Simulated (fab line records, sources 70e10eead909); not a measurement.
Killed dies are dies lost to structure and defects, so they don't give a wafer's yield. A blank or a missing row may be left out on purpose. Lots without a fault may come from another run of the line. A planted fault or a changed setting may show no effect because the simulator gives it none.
fab line records | flow nand_harc
record lots=7 wafers=21 last_day=33
route steps=1302 shown THIN_TSV@1262 END@1302
lots that met no fault: from a run of the same line without faults
start_h: hours from the record's first day to the start of the lot's first wafer shown | wait_h: hours since the lot's step before | " the same as in the row above | L1.1+2: a row that stands for several wafers | - no value, or no start given | * or withheld: withheld | < > ~ a bound
route shown NAME@n: a module of which the file shows steps, and the number in the route of the first | usual: mean/standard deviation of fault-free wafers | same: alike in all rows | chamber/n: place in a boat | sites: the reading at each site | _std_site: their standard deviation | _edge_site: outer sites' mean less inner sites' | radius_mm: how far each site lies from the wafer's centre | mask NAME#n: copy n | behind: the tool/chamber that last shaped the wafer | hold: why the lot was held/for how many hours/how that ended | device: the transistor (n, p or np) that didn't switch | end of line: the same wafers' tests at the end of the route | a step without rows: its recipe alone | killed: dies lost to structure and defects at the first sort, not the wafer's yield | map: a wafer's dies, x killed, . not, _ none there
set.NAME: the setting as run; set.NAME@STEP: as run at that earlier step | model.NAME: the simulator's own value behind a step, which no gauge read
lots at some steps of the route; a table a step, a row a wafer
services: from which hour (start_h, from the record's first day; less than 0 if before it) a tool's chamber was out of use, for how many hours, and why
## steps
# step NHARC_THIN_TSV_ETCH_44
# recipe target_depth_a=15942 time_s=797.1 cf4_flow_sccm=150 o2_flow_sccm=10 ar_flow_sccm=0 rf_w=300 bias_w=800 chemistry=CF4/O2
# step NHARC_THIN_TSV_ETCH_15
# recipe target_depth_a=30000 bosch_target_overetch_cycles=2 bosch_etch_step_s=2.8 bosch_dep_step_s=1.2 bosch_cycles=14
# usual drypump_motor_current_A=5.9/0.41
# columns lot.wafer tool chamber start_h wait_h drypump_motor_current_A rf_hours_counter_h
L450.4 rie_si-06 3 647.64 - 5.7 0.2
L450.3 " 2 " " 6.1 0.2
L450.6 " 3 " " 5.7 -
L448.3 rie_si-03 3 654.82 - 6.4 0.6
L448.1 " 1 " " 6.7 0.6
L448.4 " 2 " " 6.0 0.5
L453.4 rie_si-06 0 702.23 - 5.4 0.6
L453.6 " 0 " " 5.4 -
L453.5 " 1 " " 5.5 -
L452.1 rie_si-02 1 703.32 - 5.9 0.3
L452.3 " 2 " " 5.3 0.5
L452.4 " 0 " " 6.0 0.3
L454.3 rie_si-06 3 704.68 - 5.7 0.5
L454.2 " 0 " " 5.4 0.6
L454.6 " 3 " " 5.7 -
L461.4 rie_si-03 1 767.86 - 6.7 0.0
L461.2 " 3 " " 6.4 0.0
L461.5 " 2 " " 6.1 -
L460.2 rie_si-06 3 772.13 - 5.7 1.0
L460.1 " 2 " " 6.1 1.0
L460.4 " 3 " " 5.7 -
# step NHARC_THIN_TSV_CD_MEAS_16
# usual cd_nm=999.2/1.9
# columns lot.wafer tool chamber start_h wait_h cd_nm
L450.3 cd_sem-02 - 647.79 0.1 995.1
L450.4 " - " " 1000.0
L450.6 " - " " 999.4
L448.1 cd_sem-03 - 654.96 0.1 996.8
L448.3 " - " " 998.6
L448.4 " - " " 997.4
L453.4 cd_sem-02 - 702.38 0.1 999.9
L453.5 " - " " 999.4
L453.6 " - " " 999.4
L452.1 cd_sem-01 - 703.46 0.1 1001.1
L452.3 " - " " 999.0
L452.4 " - " " 999.5
L454.2 cd_sem-02 - 704.81 0.1 996.7
L454.3 " - " " 999.2
L454.6 " - " " 997.4
L461.2 cd_sem-03 - 768.01 0.1 995.9
L461.4 " - " " 999.8
L461.5 " - " " 997.7
L460.1 cd_sem-03 - 772.30 0.1 998.7
L460.2 " - " " 1000.8
L460.4 " - " " 1000.1
# step NHARC_THIN_TSV_STRIP_45
# recipe power_w=1500 temp_c=250 chemistry=O2
# step NHARC_THIN_TSV_STRIP_46
# recipe time_s=1200 temp_c=72.5 chemistry=post_etch_residue_remover
# step NHARC_THIN_TSV_DEP_47
# recipe target_thk_a=2000 temp_c=withheld pressure_torr=6.5 rf_w=900 teos_flow_sccm=161.4 flow_sccm=2650 target_thk_nm=200 gas=O2 material=SiO2
# step NHARC_THIN_TSV_ETCHBACK_48
# recipe target_depth_a=10285 over_etch_frac=0.3 time_s=405.17 ion_energy_ev=250 c4f8_flow_sccm=withheld ar_flow_sccm=withheld rf_w=600 bias_w=300 chemistry=C4F8/Ar
# step NHARC_THIN_TSV_STRIP_62
# recipe power_w=1500 temp_c=250 time_s=20 chemistry=N2/H2
# usual drypump_motor_current_A=5.8/0.79 heater_power_w=333/38
# columns lot.wafer tool chamber start_h wait_h drypump_motor_current_A heater_power_w rf_hours_counter_h
L450.3 plasma_asher-01 1 649.72 - 6.3 357 -
L450.4 " 0 " " 6.6 282 -
L450.6 " 0 " " 6.6 285 -
L448.1 plasma_asher-02 0 656.58 - 6.3 303 9
L448.3 " 0 " " 6.3 303 -
L448.4 " 1 " " 4.7 389 -
L453.4 plasma_asher-02 1 704.39 - 4.7 376 -
L453.5 " 0 " " 6.3 299 -
L453.6 " 1 " " 4.7 386 -
L452.1 plasma_asher-02 1 705.17 - 4.7 380 20
L452.4 " 1 " " 4.7 372 -
L452.3 " 0 " " 6.3 295 -
L454.2 plasma_asher-01 1 706.53 - 6.3 346 0
L454.3 " 1 " " 6.3 342 -
L454.6 " 1 " " 6.3 341 -
L461.2 plasma_asher-01 1 769.67 - 6.2 344 14
L461.4 " 0 " " 6.6 283 -
L461.5 " 0 " " 6.6 295 -
L460.1 plasma_asher-02 1 774.01 - 4.7 377 35
L460.2 " 0 " " 6.3 312 35
L460.4 " 0 " " 6.3 310 -
# step NHARC_THIN_TSV_DEGAS_49
# recipe temp_c=300 time_s=120
# step NHARC_THIN_TSV_PRE_CLEAN_50
# recipe time_s=30 temp_c=280 gas=H2/He
# step NHARC_THIN_TSV_PVD_19
# recipe target_thk_a=200 chamber_pressure_pa=5 material=TaN
# usual throttle_valve_pct=30.0/1.1
# columns lot.wafer tool chamber start_h wait_h throttle_valve_pct
L450.3 pvd_sputter-01 - - - 30.6
L450.4 " - " " 30.4
L450.6 " - " " 29.9
L448.4 pvd_sputter-01 - - - 29.9
L448.1 " - " " 30.4
L448.3 " - " " 31.0
L453.4 pvd_sputter-02 - - - 31.0
L453.5 " - " " 31.2
L453.6 " - " " 30.2
L452.1 pvd_sputter-02 - - - 30.9
L452.4 " - " " 29.8
L452.3 " - " " 30.9
L454.3 pvd_sputter-01 - - - 30.6
L454.2 " - " " 30.4
L454.6 " - " " 31.0
L461.2 pvd_sputter-03 - - - 28.4
L461.4 " - " " 28.6
L461.5 " - " " 28.9
L460.2 pvd_sputter-03 - - - 28.4
L460.1 " - " " 28.5
L460.4 " - " " 31.9
# step NHARC_THIN_TSV_PVD_51
# recipe target_thk_a=1000 chamber_pressure_pa=5 material=Cu
# step NHARC_THIN_TSV_ECD_20
# recipe target_thk_a=20000 material=Cu
# columns lot.wafer tool chamber start_h wait_h
L450.3+4+6 ecd_cu-02 1,0,1 650.51 -
L448.1+3+4 ecd_cu-01 0,0,1 657.21 -
L453.4+5+6 ecd_cu-01 0,1,0 705.28 -
L452.1+3+4 ecd_cu-02 0,0,1 705.80 -
L454.2+3+6 ecd_cu-01 1,0,0 707.23 -
L461.2+4+5 ecd_cu-02 1,0,0 770.39 -
L460.2+1+4 ecd_cu-01 0,1,1 774.64 -
# step NHARC_THIN_TSV_ANNEAL_52
# recipe temp_c=225 time_s=90
# step NHARC_THIN_TSV_CMP_21
# recipe t_overpolish_s=30 target_thk_nm=2000
# step NHARC_THIN_TSV_SRD_23
# step NHARC_THIN_TSV_DEGAS_53
# recipe temp_c=300 time_s=60
# step NHARC_THIN_TSV_PRE_CLEAN_54
# recipe time_s=30 temp_c=280 gas=H2/He
# usual heater_power_w=405/39
# columns lot.wafer tool chamber start_h wait_h heater_power_w
L450.3 pvd_sputter-01 - 651.92 0.0 372
L450.4 " - " " 423
L450.6 " - " " 364
L448.4 pvd_sputter-03 - 658.82 0.1 488
L448.3 " - " " 380
L448.1 " - " " 398
L453.4 pvd_sputter-02 - 706.62 0.1 343
L453.6 " - " " 431
L453.5 " - " " 344
L452.4 pvd_sputter-02 - 707.41 0.1 396
L452.3 " - " " 353
L452.1 " - " " 424
L454.2 pvd_sputter-02 - 708.76 0.1 402
L454.3 " - " " 455
L454.6 " - " " 410
L461.2 pvd_sputter-03 - 771.91 0.0 484
L461.4 " - " " 358
L461.5 " - " " 495
L460.4 pvd_sputter-01 - 776.25 0.1 427
L460.1 " - " " 381
L460.2 " - " " 388
# step NHARC_THIN_TSV_PVD_55
# recipe target_thk_a=500 material=TiN
# step NHARC_THIN_TSV_PVD_24
# recipe target_thk_a=8000 power_w=withheld chamber_pressure_pa=withheld substrate_temp_c=withheld time_s=withheld gas=Ar material=Al
# step NHARC_THIN_TSV_DEHYDRATE_25
# recipe temp_c=150 time_s=120
# step NHARC_THIN_TSV_HMDS_26
# recipe time_s=30
# step NHARC_THIN_TSV_COAT_27
# recipe spin_rpm=*
# step NHARC_THIN_TSV_SOFTBAKE_28
# recipe temp_c=122 time_s=95
# step NHARC_THIN_TSV_EBR_29
# step NHARC_THIN_TSV_EXPOSE_30
# recipe na=0.55 dose_mj=11.47 mask_id=PAD
# step NHARC_THIN_TSV_PEB_31
# recipe peb_temp_c=118 peb_time_s=85
# step NHARC_THIN_TSV_DEVELOP_32
# recipe time_s=70
# step NHARC_THIN_TSV_CD_MEAS_33
# recipe target_cd_nm=5000 landing_energy_ev=500
# usual cd_nm=4999.8/1.9
# columns lot.wafer tool chamber start_h wait_h cd_nm
L450.3 cd_sem-01 0 652.85 - 4996.4
L450.4 " 0 " " 5000.5
L450.6 " 0 " " 5000.5
L448.1 cd_sem-03 0 659.89 - 4999.4
L448.3 " 0 " " 5001.9
L448.4 " 0 " " 4998.4
L453.4 cd_sem-01 0 707.68 - 4997.7
L453.5 " 0 " " 4997.2
L453.6 " 0 " " 5000.2
L452.1 cd_sem-03 0 708.48 - 4998.2
L452.3 " 0 " " 5001.6
L452.4 " 0 " " 4997.3
L454.2 cd_sem-03 0 709.81 - 4998.0
L454.3 " 0 " " 5003.0
L454.6 " 0 " " 5001.9
L461.2 cd_sem-03 0 772.98 - 5000.6
L461.4 " 0 " " 4998.8
L461.5 " 0 " " 5001.1
L460.1 cd_sem-01 0 777.32 - 4999.6
L460.2 " 0 " " 4998.6
L460.4 " 0 " " 4998.1
# step NHARC_THIN_TSV_HARDBAKE_34
# recipe temp_c=125 time_s=80
# step NHARC_THIN_TSV_DESCUM_35
# recipe time_s=3 o2_flow_sccm=200 ar_flow_sccm=0 bias_power_w=0 chemistry=O2
# step NHARC_THIN_TSV_ETCH_59
# recipe target_depth_a=8800 icp_w=900 bias_w=100 Cl2_flow_sccm=60 bcl3_flow_sccm=30 time_s=138.1 chemistry=Cl2/BCl3
# step NHARC_THIN_TSV_ETCH_36
# recipe target_depth_a=650 over_etch_frac=0.3 time_s=18.571 ion_energy_ev=150 chemistry=Cl2/BCl3
# usual drypump_motor_current_A=5.93/0.26 oes_product_au=1.001/0.013
# columns lot.wafer tool chamber start_h wait_h drypump_motor_current_A oes_product_au rf_hours_counter_h
L450.3 rie_metal-02 0 653.63 0.3 5.83 1.015 -
L450.4 " 0 " " 5.83 1.012 -
L450.6 " 0 " " 5.83 1.014 -
L448.1 rie_metal-03 1 660.44 0.2 6.29 0.992 2.5
L448.4 " 1 " " 6.31 0.996 -
L448.3 " 0 " " 5.65 1.017 -
L453.4 rie_metal-02 1 708.24 0.2 5.62 0.994 -
L453.5 " 0 " " 5.84 1.004 -
L453.6 " 1 " " 5.63 0.986 -
L452.1 rie_metal-01 1 709.03 0.2 5.90 1.027 2.0
L452.4 " 0 " " 6.25 0.989 -
L452.3 " 1 " " 5.92 1.019 -
L454.2 rie_metal-03 0 710.35 0.2 5.65 1.011 0.4
L454.3 " 1 " " 6.35 1.004 -
L454.6 " 0 " " 5.66 1.001 -
L461.2 rie_metal-01 1 773.53 0.2 5.92 0.999 0.6
L461.4 " 1 " " 5.88 0.996 -
L461.5 " 0 " " 6.24 0.982 -
L460.2 rie_metal-03 1 777.89 0.2 6.32 0.985 1.6
L460.1 " 0 " " 5.67 0.997 1.6
L460.4 " 1 " " 6.31 0.991 -
# step NHARC_THIN_TSV_STRIP_56
# recipe power_w=1500 temp_c=250 chemistry=O2
# step NHARC_THIN_TSV_STRIP_57
# recipe time_s=1200 temp_c=72.5 chemistry=post_etch_residue_remover
# step NHARC_THIN_TSV_CD_MEAS_37
# usual cd_nm=4998.9/2.9
# columns lot.wafer tool chamber start_h wait_h cd_nm
L450.3 cd_sem-01 - 654.60 - 4991.3
L450.4 " - " " 4999.6
L450.6 " - " " 5001.2
L448.1 cd_sem-01 - 661.34 - 4995.6
L448.3 " - " " 4999.9
L448.4 " - " " 4995.5
L453.4 cd_sem-02 - 709.12 - 4997.5
L453.5 " - " " 4996.3
L453.6 " - " " 4998.9
L452.1 cd_sem-02 - 709.92 - 4997.6
L452.3 " - " " 5001.2
L452.4 " - " " 4995.9
L454.2 cd_sem-01 - 711.24 - 4994.8
L454.3 " - " " 5002.7
L454.6 " - " " 4999.1
L461.2 cd_sem-01 - 774.42 - 4995.9
L461.4 " - " " 4998.7
L461.5 " - " " 4998.5
L460.1 cd_sem-02 - 778.78 - 4998.7
L460.2 " - " " 4998.9
L460.4 " - " " 4998.0
# step NHARC_THIN_TSV_ANNEAL_58
# recipe temp_c=400 time_s=1800
# step NHARC_THIN_TSV_INSPECT_40
# usual raw_defect_count=540/96
# columns lot.wafer tool chamber start_h wait_h raw_defect_count
L450.3 defect_inspect-01 - 659.13 0.4 463
L450.4 " - " " 484
L450.6 " - " " 584
L448.1 defect_inspect-02 - 665.85 0.4 704
L448.3 " - " " 591
L448.4 " - " " 627
L454.2 defect_inspect-01 - 713.63 0.4 567
L454.3 " - " " 468
L454.6 " - " " 436
L453.4 defect_inspect-02 - 713.63 0.4 662
L453.5 " - " " 601
L453.6 " - " " 659
L452.1 defect_inspect-02 - 713.63 0.4 475
L452.3 " - " " 429
L452.4 " - " " 415
L461.2 defect_inspect-01 - 779.92 0.4 470
L461.4 " - " " 466
L461.5 " - " " 508
L460.1 defect_inspect-01 - 783.30 0.4 703
L460.2 " - " " 627
L460.4 " - " " 610
# step NHARC_END_SORT_01
# recipe temp_c=25
# usual defect_limited_yield=91.6/2.8 killed_at_array=53/19 killed_at_other=0.8/1.2 killed_at_periphery=3.7/2.3 killed_dies=57/19 killed_open=3.2/1.7 killed_short=2.6/1.8 sort_bin_2_pct=3.0/1.2 sort_bin_3_pct=0.7/0.4 sort_bin_4_pct=4.8/1.5 sort_n_pass=620/19 sort_rim_yield_pct=90/4.8 sort_yield_pct=91.6/2.8
# same gross_dies=677 sort_bin_5_pct[%]=0 sort_bin_6_pct[%]=0 sort_bin_7_pct[%]=0 sort_bin_8_pct[%]=0 sort_rim_n_gross=106.00
# columns lot.wafer tool chamber start_h wait_h defect_limited_yield[%] killed_at_array killed_at_other killed_at_periphery killed_dies killed_open killed_short sort_bin_2_pct[%] sort_bin_3_pct[%] sort_bin_4_pct[%] sort_n_pass sort_rim_yield_pct[%] sort_yield_pct[%]
L448.1 prober-02 0 670.02 2.5 85.7 93 0 4 97 3 2 5.6 1.0 7.7 580 84 85.7
L448.3 prober-02 0 671.63 3.1 90.4 59 1 5 65 7 3 4.1 0.4 5.0 612 79 90.4
L448.4 prober-02 0 672.44 3.4 86.0 90 1 4 95 5 0 5.6 0.6 7.8 582 90 86.0
L454.2 prober-01 0 717.44 2.8 0 58 615 4 677 3 0 94.7 0.1 5.2 0 0 0
L454.3 prober-01 0 718.24 3.1 0 55 615 7 677 9 1 94.7 0.4 4.9 0 0 0
L454.6 prober-01 0 720.65 4.0 0 53 622 2 677 2 4 94.2 0.9 4.9 0 0 0
L453.4 prober-02 0 719.19 3.5 0 92 581 4 677 4 4 90.7 1.0 8.3 0 0 0
L453.5 prober-02 0 720.01 3.8 0 87 586 4 677 1 3 90.7 0.9 8.4 0 0 0
L453.6 prober-02 0 720.83 4.1 0 65 612 0 677 4 1 94.2 0.7 5.0 0 0 0
L452.1 prober-01 0 724.43 2.5 0 21 653 3 677 2 1 97.6 0 2.4 0 0 0
L452.3 prober-01 0 726.02 3.1 0 15 656 6 677 4 2 97.8 0 2.2 0 0 0
L452.4 prober-01 0 726.81 3.4 0 34 640 3 677 2 1 97.0 0.4 2.5 0 0 0
# killed by level:class
L448.1 A_CHANNEL_HOLE_D1:chamber_film_flake=35 A_SLIT:chamber_film_flake=21 A_CHANNEL_HOLE_D2:chamber_film_flake=19 A_CONTACT:chamber_film_flake=14 P_CONTACT:geometric_particle:open=2 A_ONON_D1:geometric_particle:short=2 P_M2:geometric_particle:open=1 P_M1:chamber_film_flake=1
L448.3 A_SLIT:chamber_film_flake=17 A_CHANNEL_HOLE_D1:chamber_film_flake=14 A_CONTACT:chamber_film_flake=9 A_CHANNEL_HOLE_D2:chamber_film_flake=8 P_STI:chamber_film_flake=3 A_M1:geometric_particle:open=2 P_M2:geometric_particle:open=1 A_ONON_D1:geometric_particle:short=1
L448.4 A_SLIT:chamber_film_flake=35 A_CHANNEL_HOLE_D1:chamber_film_flake=32 A_CHANNEL_HOLE_D2:chamber_film_flake=10 A_CONTACT:chamber_film_flake=9 P_M1:geometric_particle:open=1 A_ONON_D1:geometric_particle:open=1 A_CONTACT:geometric_particle:open=1 A_M1:geometric_particle:open=1
L454.2 THIN_TSV:area_ecd=615 A_SLIT:chamber_film_flake=32 A_CHANNEL_HOLE_D2:chamber_film_flake=12 A_CHANNEL_HOLE_D1:chamber_film_flake=10 P_M0:geometric_particle:open=1 P_M1:geometric_particle:open=1 A_ONON_D1:geometric_particle:open=1 P_STI:chamber_film_flake=1
L454.3 THIN_TSV:area_ecd=614 A_SLIT:chamber_film_flake=23 A_CHANNEL_HOLE_D2:chamber_film_flake=17 A_CHANNEL_HOLE_D1:chamber_film_flake=5 P_CONTACT:geometric_particle:open=2 P_M2:chamber_film_flake=2 A_DECK1_JOINT:chamber_film_flake=2 P_M0:geometric_particle:open=1
L453.4 THIN_TSV:area_ecd=581 A_CHANNEL_HOLE_D1:chamber_film_flake=32 A_SLIT:chamber_film_flake=26 A_CHANNEL_HOLE_D2:chamber_film_flake=22 P_CONTACT:chamber_film_flake=3 A_ONON_D1:geometric_particle:open=2 A_STAIRCASE:chamber_film_flake=2 P_GATE:geometric_particle:short=1
L453.5 THIN_TSV:area_ecd=586 A_CHANNEL_HOLE_D1:chamber_film_flake=34 A_SLIT:chamber_film_flake=27 A_CHANNEL_HOLE_D2:chamber_film_flake=16 A_DECK1_JOINT:chamber_film_flake=4 A_STAIRCASE:chamber_film_flake=3 P_CONTACT:chamber_film_flake=2 P_GATE:geometric_particle:open=1
L454.6 THIN_TSV:area_ecd=620 A_SLIT:chamber_film_flake=18 A_CHANNEL_HOLE_D2:chamber_film_flake=17 A_CHANNEL_HOLE_D1:chamber_film_flake=5 A_ONON_D1:geometric_particle:short=3 A_M0:chamber_film_flake=3 A_CHANNEL_FILL_D2:geometric_particle:open=2 P_STI:chamber_film_flake=2
L453.6 THIN_TSV:area_ecd=611 A_SLIT:chamber_film_flake=30 A_CHANNEL_HOLE_D1:chamber_film_flake=15 A_CHANNEL_HOLE_D2:chamber_film_flake=12 A_SGD_CUT:chamber_film_flake=2 A_ONON_D1:geometric_particle:open=1 A_DECK1_JOINT:geometric_particle:open=1 A_CHANNEL_HOLE_D2:geometric_particle:short=1
L452.1 THIN_TSV:area_ecd=653 A_CONTACT:chamber_film_flake=6 A_CHANNEL_HOLE_D1:chamber_film_flake=3 A_STAIRCASE:chamber_film_flake=3 A_SLIT:chamber_film_flake=3 P_M0:chamber_film_flake=2 A_WL_FILL:chamber_film_flake=2 P_M0:geometric_particle:open=1
L452.3 THIN_TSV:area_ecd=655 A_CHANNEL_HOLE_D1:chamber_film_flake=4 P_ZERO_WELL:chamber_film_flake=3 A_M0:geometric_particle:open=2 P_STI:chamber_film_flake=2 A_SLIT:chamber_film_flake=2 A_CONTACT:chamber_film_flake=2 P_STI:geometric_particle:short=1
L452.4 THIN_TSV:area_ecd=640 A_CHANNEL_HOLE_D1:chamber_film_flake=15 A_CONTACT:chamber_film_flake=7 A_STAIRCASE:chamber_film_flake=4 A_DECK1_JOINT:chamber_film_flake=2 A_SLIT:chamber_film_flake=2 P_GATE:geometric_particle:open=1 A_ONON_D2:geometric_particle:open=1
# map L452.1 (x killed, . not)
____________x____________
_________xxxxxxx_________
_______xxxxxxxxxxx_______
______xxxxxxxxxxxxx______
_____xxxxxxxxxxxxxxx_____
____xxxxxxxxxxxxxxxxx____
____xxxxxxxxxxxxxxxxx____
___xxxxxxxxxxxxxxxxxxx___
___xxxxxxxxxxxxxxxxxxx___
__xxxxxxxxxxxxxxxxxxxxx__
__xxxxxxxxxxxxxxxxxxxxx__
_xxxxxxxxxxxxxxxxxxxxxxx_
_xxxxxxxxxxxxxxxxxxxxxxx_
_xxxxxxxxxxxxxxxxxxxxxxx_
_xxxxxxxxxxxxxxxxxxxxxxx_
_xxxxxxxxxxxxxxxxxxxxxxx_
xxxxxxxxxxxxxxxxxxxxxxxxx
xxxxxxxxxxxxxxxxxxxxxxxxx
xxxxxxxxxxxxxxxxxxxxxxxxx
xxxxxxxxxxxxxxxxxxxxxxxxx
xxxxxxxxxxxxxxxxxxxxxxxxx
_xxxxxxxxxxxxxxxxxxxxxxx_
_xxxxxxxxxxxxxxxxxxxxxxx_
_xxxxxxxxxxxxxxxxxxxxxxx_
_xxxxxxxxxxxxxxxxxxxxxxx_
_xxxxxxxxxxxxxxxxxxxxxxx_
__xxxxxxxxxxxxxxxxxxxxx__
__xxxxxxxxxxxxxxxxxxxxx__
___xxxxxxxxxxxxxxxxxxx___
___xxxxxxxxxxxxxxxxxxx___
____xxxxxxxxxxxxxxxxx____
____xxxxxxxxxxxxxxxxx____
_____xxxxxxxxxxxxxxx_____
______xxxxxxxxxxxxx______
_______xxxxxxxxxxx_______
_________xxxxxxx_________
____________x____________
# map L453.4 (x killed, . not)
____________x____________
_________xxxxxxx_________
_______xxxxxxxxxxx_______
______xxxxxxxxxxxxx______
_____xxxxxxxxxxxxxxx_____
____xxxxxxxxxxxxxxxxx____
____xxxxxxxxxxxxxxxxx____
___xxxxxxxxxxxxxxxxxxx___
___xxxxxxxxxxxxxxxxxxx___
__xxxxxxxxxxxxxxxxxxxxx__
__xxxxxxxxxxxxxxxxxxxxx__
_xxxxxxxxxxxxxxxxxxxxxxx_
_xxxxxxxxxxxxxxxxxxxxxxx_
_xxxxxxxxxxxxxxxxxxxxxxx_
_xxxxxxxxxxxxxxxxxxxxxxx_
_xxxxxxxxxxxxxxxxxxxxxxx_
xxxxxxxxxxxxxxxxxxxxxxxxx
xxxxxxxxxxxxxxxxxxxxxxxxx
xxxxxxxxxxxxxxxxxxxxxxxxx
xxxxxxxxxxxxxxxxxxxxxxxxx
xxxxxxxxxxxxxxxxxxxxxxxxx
_xxxxxxxxxxxxxxxxxxxxxxx_
_xxxxxxxxxxxxxxxxxxxxxxx_
_xxxxxxxxxxxxxxxxxxxxxxx_
_xxxxxxxxxxxxxxxxxxxxxxx_
_xxxxxxxxxxxxxxxxxxxxxxx_
__xxxxxxxxxxxxxxxxxxxxx__
__xxxxxxxxxxxxxxxxxxxxx__
___xxxxxxxxxxxxxxxxxxx___
___xxxxxxxxxxxxxxxxxxx___
____xxxxxxxxxxxxxxxxx____
____xxxxxxxxxxxxxxxxx____
_____xxxxxxxxxxxxxxx_____
______xxxxxxxxxxxxx______
_______xxxxxxxxxxx_______
_________xxxxxxx_________
____________x____________
## services
# columns tool chamber start_h hours kind
ecd_cu-01 - 623.83 4.8 repair
rie_si-06 - 625.55 0.2 repair
ecd_cu-02 - 626.11 0.8 repair
rie_metal-03 - 626.13 0.2 repair
rie_metal-02 - 631.00 9.0 pm
ecd_cu-01 - 631.53 1.6 repair
pvd_sputter-02 - 638.00 10.0 pm
rie_metal-02 1 652.29 15.0 repair
ecd_cu-01 - 659.16 1.3 repair
pvd_sputter-03 - 670.08 3.7 repair
ecd_cu-01 - 688.00 8.0 pm
rie_si-06 - 688.14 0.2 repair
rie_metal-03 - 696.17 9.0 pm
plasma_asher-01 - 696.72 9.0 pm
pvd_sputter-03 - 704.18 10.0 pm
ecd_cu-02 - 728.01 1.3 repair
ecd_cu-02 - 731.49 0.8 repair
pvd_sputter-01 - 733.25 1.5 repair
ecd_cu-01 - 750.87 1.1 repair
plasma_asher-02 - 756.87 1.1 repair
pvd_sputter-01 - 760.00 10.0 pm
rie_si-06 0 771.85 6.9 repair
ecd_cu-02 - 772.00 8.0 pm
plasma_asher-01 - 774.05 1.0 repair
## key
first_sign step=NHARC_END_SORT_01 reading=killed_at_other direction=up sigmas=99+ usual=0.8 struck=620
effect step=NHARC_END_SORT_01 reading=sort_bin_2_pct direction=up sigmas=75 usual=3.0 struck=94.6
more_kills_born_at NHARC_THIN_TSV_ECD_20@ecd_cu-01=3627 NHARC_THIN_TSV_ECD_20@ecd_cu-02=1948
met_at NHARC_THIN_TSV_ECD_20
struck_wafers L452.1,L452.3,L452.4,L453.4,L453.5,L453.6,L454.2,L454.3,L454.6
later_rows_left_out L452.1,L452.3,L452.4,L453.4,L453.5,L453.6,L454.2,L454.3,L454.6
onset_between 657.21 705.28
also_fits NHARC_THIN_TSV_PRE_CLEAN_54:pvd_sputter-02
fault kind=skipped_step_whole tool=ecd_cu-01,ecd_cu-02 chamber=- onset_h=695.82 steps=NHARC_THIN_TSV_ECD_20 scope=struck_lots_only
# later_rows_left_out: the simulator's readings of these wafers behind a module that went badly wrong aren't trusted and aren't shown, but for the sort
